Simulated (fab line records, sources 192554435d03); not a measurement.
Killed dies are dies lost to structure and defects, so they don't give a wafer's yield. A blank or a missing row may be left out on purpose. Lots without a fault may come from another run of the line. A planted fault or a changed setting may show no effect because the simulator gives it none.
Chamber matching | flow n5_finfet | N5_BEOL_M10_ILD_DEP_00 on pecvd-01: 3 sister chambers
The step deposits SiCOH lowk from DEMS/porogen, target thk 308.51 nm, time 58 s. 20 wafers are shown with their chamber, then 10 later ones without.

WAFERS WITH THEIR CHAMBER
wafer  | chamber | showerhead_plenum_p_Torr (Torr) | heater_power_w (W) | throttle_valve_pct (%)
L076.1 | 1       | 5.705                           | 292                | 13.7
L076.4 | 0       | 5.702                           | 312                | 14.1
L076.6 | 2       | 5.729                           | 293                | 14.0
L079.1 | 0       | 5.708                           | 278                | 13.8
L079.5 | 1       | 5.728                           | 304                | 13.5
L079.6 | 0       | 5.713                           | 293                | 13.9
L080.1 | 0       | 5.703                           | 303                | 14.1
L080.3 | 1       | 5.726                           | 318                | 13.7
L080.4 | 0       | 5.699                           | 301                | 13.9
L081.2 | 1       | 5.720                           | 294                | 13.8
L081.3 | 1       | 5.723                           | 298                | 13.9
L081.4 | 0       | 5.709                           | 300                | 14.1
L083.2 | 2       | 5.731                           | 343                | 12.8
L083.5 | 1       | 5.724                           | 282                | 13.9
L083.6 | 0       | 5.716                           | 298                | 14.3
L087.3 | 0       | 5.710                           | 302                | 13.8
L087.4 | 2       | 5.734                           | 347                | 13.4
L087.6 | 1       | 5.722                           | 285                | 13.7
L090.1 | 0       | 5.697                           | 306                | 14.1
L090.3 | 1       | 5.711                           | 302                | 13.4

SIGNATURES (means of the wafers above)
reading                  | chamber 0 | chamber 1 | chamber 2 | scatter within a chamber
showerhead_plenum_p_Torr | 5.70633   | 5.71988   | 5.73133   | 0.00677
heater_power_w           | 299.22    | 296.88    | 327.67    | 14.3
throttle_valve_pct       | 14.011    | 13.700    | 13.400    | 0.262
Rule: a wafer's distance from a chamber is the root of the sum, over the readings, of the square of ((its reading less the chamber's mean) divided by the reading's scatter). The wafer belongs to the nearest chamber; if the next one is less than 2 further off, it can't be placed. The scatter: the root of (the sum of the squares of (reading less its chamber's mean) over the shown wafers, divided by (wafers less chambers)).

WAFERS WITHOUT THEIR CHAMBER
wafer  | showerhead_plenum_p_Torr (Torr) | heater_power_w (W) | throttle_valve_pct (%)
L090.6 | 5.728                           | 358                | 12.9
L093.1 | 5.736                           | 341                | 13.1
L093.2 | 5.683                           | 302                | 13.8
L093.4 | 5.724                           | 319                | 13.7
L094.2 | 5.719                           | 329                | 13.3
L094.5 | 5.697                           | 309                | 14.1
L094.6 | 5.725                           | 316                | 13.5
L096.1 | 5.725                           | 331                | 13.1
L096.2 | 5.725                           | 330                | 13.5
L096.3 | 5.693                           | 305                | 14.2

WHICH CHAMBER EACH WENT THROUGH
wafer  | from the rows above          | in truth
L090.6 | 2                            | 2
L093.1 | 2                            | 2
L093.2 | can't be placed: 0 or 1      | 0
L093.4 | can't be placed: 1 or 2 or 0 | 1
L094.2 | can't be placed: 2 or 1      | 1
L094.5 | 0                            | 0
L094.6 | can't be placed: 2 or 1      | 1
L096.1 | can't be placed: 2 or 1      | 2
L096.2 | can't be placed: 2 or 1      | 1
L096.3 | 0                            | 0
Placed correctly: 4 of 10. Can't be placed from these rows: 6 (the true chamber is among the candidates in 6). Placed wrongly: 0.
